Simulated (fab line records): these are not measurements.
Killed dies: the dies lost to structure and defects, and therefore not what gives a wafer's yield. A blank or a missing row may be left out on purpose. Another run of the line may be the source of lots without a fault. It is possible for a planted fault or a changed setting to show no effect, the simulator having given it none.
Split-lot study / flow n5 finfet / route with 1938 steps; 7 lots, 21 wafers read

THE SPLIT ITSELF
At N5_BEOL_M8_ILD_DEP_00 (deposits SiCOH lowk from DEMS/porogen, target thk 179.75 nm, time 33.4 s), the setting time s was moved away from the recipe's 33.4 s on 6 of the 21 wafers read, by -3.8% to +8.4%. For the rest of the wafers, this setting stayed at what the recipe calls for.

FROM THE SPLIT ON TO THE READING: in between, the file shows 1 step
- N5_BEOL_M8_CURE_74: cures SiCOH lowk, time 240 s

THE READING
At N5_BEOL_M8_THK_MEAS_01: M8_ILD_THK, given in nm. A value of 155.5 nm with a standard deviation of 1.9 nm is what fault-free wafers of this fab line usually give.

wafer=L078.2; tool, chamber at the split=pecvd-04, 0; time s as run, s=33.4; against the recipe=recipe; M8_ILD_THK, nm=152.4; against lot-mates on the recipe=-
wafer=L078.5; tool, chamber at the split=pecvd-04, 1; time s as run, s=32.13; against the recipe=-3.8%; M8_ILD_THK, nm=150.6; against lot-mates on the recipe=-1.8
wafer=L078.6; tool, chamber at the split=pecvd-04, 0; time s as run, s=32.13; against the recipe=-3.8%; M8_ILD_THK, nm=147.8; against lot-mates on the recipe=-4.6
wafer=L081.1; tool, chamber at the split=pecvd-02, 2; time s as run, s=35.74; against the recipe=+7.0%; M8_ILD_THK, nm=163.1; against lot-mates on the recipe=+8.4
wafer=L081.3; tool, chamber at the split=pecvd-02, 2; time s as run, s=35.74; against the recipe=+7.0%; M8_ILD_THK, nm=164.9; against lot-mates on the recipe=+10.2
wafer=L081.4; tool, chamber at the split=pecvd-02, 1; time s as run, s=33.4; against the recipe=recipe; M8_ILD_THK, nm=154.7; against lot-mates on the recipe=-
wafer=L080.2; tool, chamber at the split=pecvd-03, 1; time s as run, s=33.4; against the recipe=recipe; M8_ILD_THK, nm=155.1; against lot-mates on the recipe=-
wafer=L080.4; tool, chamber at the split=pecvd-03, 1; time s as run, s=33.4; against the recipe=recipe; M8_ILD_THK, nm=156.1; against lot-mates on the recipe=-
wafer=L080.5; tool, chamber at the split=pecvd-03, 2; time s as run, s=33.4; against the recipe=recipe; M8_ILD_THK, nm=157.4; against lot-mates on the recipe=-
wafer=L082.1; tool, chamber at the split=pecvd-03, 1; time s as run, s=36.21; against the recipe=+8.4%; M8_ILD_THK, nm=169.6; against lot-mates on the recipe=+13.6
wafer=L082.3; tool, chamber at the split=pecvd-03, 0; time s as run, s=33.4; against the recipe=recipe; M8_ILD_THK, nm=156.0; against lot-mates on the recipe=-
wafer=L082.4; tool, chamber at the split=pecvd-03, 2; time s as run, s=36.21; against the recipe=+8.4%; M8_ILD_THK, nm=172.0; against lot-mates on the recipe=+16.0
wafer=L084.1; tool, chamber at the split=pecvd-03, 2; time s as run, s=33.4; against the recipe=recipe; M8_ILD_THK, nm=156.0; against lot-mates on the recipe=-
wafer=L084.2; tool, chamber at the split=pecvd-03, 0; time s as run, s=33.4; against the recipe=recipe; M8_ILD_THK, nm=153.5; against lot-mates on the recipe=-
wafer=L084.5; tool, chamber at the split=pecvd-03, 1; time s as run, s=33.4; against the recipe=recipe; M8_ILD_THK, nm=156.0; against lot-mates on the recipe=-
wafer=L093.3; tool, chamber at the split=pecvd-03, 0; time s as run, s=33.4; against the recipe=recipe; M8_ILD_THK, nm=157.2; against lot-mates on the recipe=-
wafer=L093.4; tool, chamber at the split=pecvd-03, 1; time s as run, s=33.4; against the recipe=recipe; M8_ILD_THK, nm=155.2; against lot-mates on the recipe=-
wafer=L093.5; tool, chamber at the split=pecvd-03, 0; time s as run, s=33.4; against the recipe=recipe; M8_ILD_THK, nm=154.7; against lot-mates on the recipe=-
wafer=L094.2; tool, chamber at the split=pecvd-03, 0; time s as run, s=33.4; against the recipe=recipe; M8_ILD_THK, nm=153.1; against lot-mates on the recipe=-
wafer=L094.3; tool, chamber at the split=pecvd-03, 2; time s as run, s=33.4; against the recipe=recipe; M8_ILD_THK, nm=155.9; against lot-mates on the recipe=-
wafer=L094.4; tool, chamber at the split=pecvd-03, 2; time s as run, s=33.4; against the recipe=recipe; M8_ILD_THK, nm=159.0; against lot-mates on the recipe=-

THE FIT
A straight line over all 21 wafers: M8_ILD_THK changes by +1.59 nm for each +1% of time s; r = +0.95; the points scatter about the line by 1.9 nm.
The same after taking each lot's own level away (the mean of its wafers on the recipe; 21 wafers): +1.47 nm for each +1%; r = +0.95; scatter 1.8 nm.
On that fit, the largest move of time s shifts the reading by 12 nm.
From 152.40 to 156.20 nm: that is the span of the lots' own levels, equal to 2.0 times the standard deviation above.
Consequently the slope shifts little with the lot-to-lot level, the two slopes agreeing.
Check: +12.4 nm against its lot-mates is what the line predicts for one of the wafers moved furthest among these (+8.4%) when that wafer is left out of the fit. Against them it came out at +13.6 nm.

THE OTHER SPLITS THESE WAFERS WENT THROUGH
Other splits were also applied to these wafers ahead of the reading. Each is held against what the fit with the lots' levels taken away leaves over:
other split on the same wafers=N5_BEOL_M5_ETCH_72 bias w; wafers away from the commonest value=8; r with M8_ILD_THK (lot level and that fit taken away)=-0.02
other split on the same wafers=N5_BEOL_M6_EXPOSE_08 dose mj; wafers away from the commonest value=9; r with M8_ILD_THK (lot level and that fit taken away)=+0.04
other split on the same wafers=N5_BEOL_M6_ETCH_62 time s; wafers away from the commonest value=4; r with M8_ILD_THK (lot level and that fit taken away)=+0.32
other split on the same wafers=N5_BEOL_M7_PECVD_70 temp c; wafers away from the commonest value=5; r with M8_ILD_THK (lot level and that fit taken away)=+0.07
other split on the same wafers=N5_BEOL_M7_HM_DEP_02 target thk a; wafers away from the commonest value=4; r with M8_ILD_THK (lot level and that fit taken away)=+0.00

THE WHOLE CHAIN: every reading that the file lists as answering this split, in the file's order
step=N5_BEOL_M8_ILD_DEP_00; what it does=deposits SiCOH lowk from DEMS/porogen, target thk 179.75 nm, time 33.4 s; reading=SiCOH_lowk_of_BEOL_M8_ILD_DEP_00.thk nm (the simulator's own value, which no gauge read); change (the file's fit)=+1.71 nm for each +1% of the setting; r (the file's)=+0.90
step=N5_BEOL_M8_CURE_74; what it does=cures SiCOH lowk, time 240 s; reading=SiCOH_lowk_of_BEOL_M8_ILD_DEP_00.thk nm (the simulator's own value, which no gauge read); change (the file's fit)=+1.48 nm for each +1% of the setting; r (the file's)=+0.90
step=N5_BEOL_M8_THK_MEAS_01; what it does=; reading=M8_ILD_THK; change (the file's fit)=+1.5 for each +1% of the setting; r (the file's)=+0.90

THE FILE'S OWN FIT
M8_ILD_THK changes by +1.5 nm for each +1% of time s, r = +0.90.
